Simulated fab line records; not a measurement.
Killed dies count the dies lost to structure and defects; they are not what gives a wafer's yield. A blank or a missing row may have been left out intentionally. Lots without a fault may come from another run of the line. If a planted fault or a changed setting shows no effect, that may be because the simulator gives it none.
Chamber matching | flow n5Finfet | rieDiel-04 running N5_BEOL_M3_ETCH_63: 4 sister chambers
The step etches SiARC in CF4, target depth 15.6 nm, time 26 s. 8 wafers are shown with their chamber, then 9 later ones without.

## WAFERS WITH THEIR CHAMBER
wafer  | chamber | drypumpMotorCurrentA (A) | throttleValvePct (%)
L082.1 | 2       | 6.3                      | 15.93
L082.6 | 2       | 6.3                      | 15.92
L085.2 | 1       | 5.0                      | 15.64
L085.5 | 0       | 5.1                      | 15.57
L085.6 | 3       | 6.0                      | 15.66
L086.1 | 3       | 6.1                      | 15.68
L086.3 | 0       | 5.1                      | 15.57
L086.4 | 1       | 5.0                      | 15.66

## WAFERS WITH NO CHAMBER GIVEN
wafer  | drypumpMotorCurrentA (A) | throttleValvePct (%)
L088.3 | 6.1                      | 15.68
L088.5 | 5.1                      | 15.58
L088.6 | 5.0                      | 15.63
L090.3 | 6.1                      | 15.68
L090.5 | 6.1                      | 15.69
L090.6 | 6.3                      | 15.96
L095.1 | 5.0                      | 15.67
L095.5 | 6.3                      | 15.96
L095.6 | 6.0                      | 15.71

## WHICH CHAMBER EACH WENT THROUGH
wafer  | from the rows above | in truth
L088.3 | 3                   | 3
L088.5 | 0                   | 0
L088.6 | 1                   | 1
L090.3 | 3                   | 3
L090.5 | 3                   | 3
L090.6 | 2                   | 2
L095.1 | 1                   | 1
L095.5 | 2                   | 2
L095.6 | 3                   | 3
9 of 9 placed correctly. Left unplaced by these rows: 0. 0 placed wrongly.
How it was worked out, from the rows above alone: a wafer's distance from a chamber is the root of the sum, over the readings, of the square of ((its reading less the chamber's mean) divided by the reading's scatter). If the next closest chamber is less than 2 further off than the closest, the wafer can't be placed; otherwise it belongs to the closest. The mean given for a chamber averages the wafers shown for that chamber. The scatter is the square root of a quotient: the sum, over the shown wafers, of each reading's squared deviation from its chamber's mean, divided by wafers minus chambers.
